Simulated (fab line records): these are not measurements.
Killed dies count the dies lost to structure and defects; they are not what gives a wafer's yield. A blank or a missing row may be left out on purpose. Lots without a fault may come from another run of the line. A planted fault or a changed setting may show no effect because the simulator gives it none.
Chamber matching -- flow nand-harc -- rie-diel-08 running NHARC_P_CONTACT_STRIP_28: 4 sister chambers
The step strips in O2. 4 wafers are shown with their chamber, then 12 later ones without.

WAFERS, EACH WITH ITS CHAMBER
wafer,chamber,showerhead-plenum-p-Torr (Torr)
L088.6,3,3.72
L087.6,0,3.54
L086.1,1,3.55
L086.3,2,3.69

WAFERS WITH NO CHAMBER GIVEN
wafer,showerhead-plenum-p-Torr (Torr)
L086.6,3.55
L090.1,3.55
L090.4,3.69
L090.5,3.72
L092.2,3.72
L092.5,3.69
L092.3,3.53
L092.4,3.54
L092.6,3.72
L096.1,3.54
L096.2,3.53
L096.6,3.72

CHAMBER TAKEN BY EACH
wafer,from the rows above,in truth
L086.6,1,1
L090.1,1,1
L090.4,2,2
L090.5,3,3
L092.2,3,3
L092.5,2,2
L092.3,0,0
L092.4,0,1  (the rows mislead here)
L092.6,3,3
L096.1,0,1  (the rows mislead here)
L096.2,0,0
L096.6,3,3
Correct placement for 10 of the 12. Number that these rows cannot place: 0. Number placed wrongly: 2.
How it was worked out, from the rows above alone: a wafer's distance from a chamber is the root of the sum, over the readings, of the square of ((its reading less the chamber's mean) divided by the reading's scatter). If the next closest chamber is less than 2 further off than the closest, the wafer can't be placed; otherwise it belongs to the closest. Each chamber's mean is taken over the wafers shown for it. The scatter: root of mean squared gap, hidden wafer to nearest shown wafer, with one shown wafer a chamber.
